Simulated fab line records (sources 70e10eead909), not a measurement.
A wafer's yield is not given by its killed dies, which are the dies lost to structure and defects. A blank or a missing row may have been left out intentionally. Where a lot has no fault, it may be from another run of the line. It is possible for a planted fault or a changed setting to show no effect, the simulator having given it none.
Chamber matching -- flow nand harc -- NHARC_A_STAIRCASE_ETCH_313 on rie diel-11 has 4 sister chambers
The step etches the open film in CF4/CHF3. 20 wafers are shown with their chamber, then 10 later ones without.

## WAFERS, EACH WITH ITS CHAMBER
wafer,chamber,drypump motor current A (A),showerhead plenum p Torr (Torr),rf vpp V (V)
L074.2,0,6.19,1.47,366.9
L074.5,2,5.92,1.53,368.6
L074.6,1,5.48,1.60,370.8
L080.1,1,5.48,1.59,370.7
L080.2,2,5.91,1.53,368.0
L080.5,0,6.22,1.70,374.7
L081.1,0,6.23,1.70,375.0
L081.2,2,5.89,1.52,366.9
L081.3,1,5.47,1.59,371.8
L081.4,3,5.93,1.54,370.0
L081.5,2,5.93,1.52,370.1
L081.6,1,5.46,1.59,371.3
L085.1,2,5.91,1.52,368.8
L085.2,1,5.44,1.59,370.4
L085.6,2,5.96,1.52,368.4
L088.1,3,5.91,1.54,369.3
L088.3,0,6.22,1.69,375.9
L088.6,2,5.90,1.52,367.3
L095.1,0,6.19,1.69,372.4
L095.4,1,5.48,1.59,371.8

SIGNATURES (means of the wafers above)
reading,chamber 0,chamber 1,chamber 2,chamber 3,scatter within a chamber
drypump motor current A,6.2100,5.4683,5.9171,5.9200,0.0194
showerhead plenum p Torr,1.6500,1.5917,1.5229,1.5400,0.0505
rf vpp V,372.980,371.133,368.300,369.650,1.96
Rule: for each reading, subtract the chamber's mean from the wafer's reading, divide by that reading's scatter and square the result; add these up over the readings and take the root, which gives the wafer's distance from the chamber. If the next closest chamber is less than 2 further off than the closest, the wafer can't be placed; otherwise it belongs to the closest. The scatter: take each reading less its chamber's mean, square it, sum over the shown wafers, divide by the number of wafers less the number of chambers, and take the root.

## WAFERS MISSING THEIR CHAMBER
wafer,drypump motor current A (A),showerhead plenum p Torr (Torr),rf vpp V (V)
L095.5,5.45,1.59,370.6
L095.2,5.90,1.53,368.1
L095.3,5.90,1.52,368.2
L095.6,5.91,1.51,370.3
L096.1,5.45,1.58,370.5
L096.4,5.92,1.51,368.5
L096.6,5.89,1.53,369.2
L096.2,5.89,1.53,368.6
L096.3,6.21,1.68,374.7
L096.5,5.92,1.51,368.8

## CHAMBER TAKEN BY EACH
wafer,from the rows above,in truth
L095.5,1,1
L095.2,can't be placed: 2 or 3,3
L095.3,can't be placed: 2 or 3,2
L095.6,can't be placed: 3 or 2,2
L096.1,1,1
L096.4,can't be placed: 2 or 3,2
L096.6,can't be placed: 2 or 3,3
L096.2,can't be placed: 2 or 3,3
L096.3,0,0
L096.5,can't be placed: 2 or 3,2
Correct placement for 3 of the 10. Cannot be placed on the basis of these rows: 7; the candidates contain the true chamber in 7. Number placed wrongly: 0.
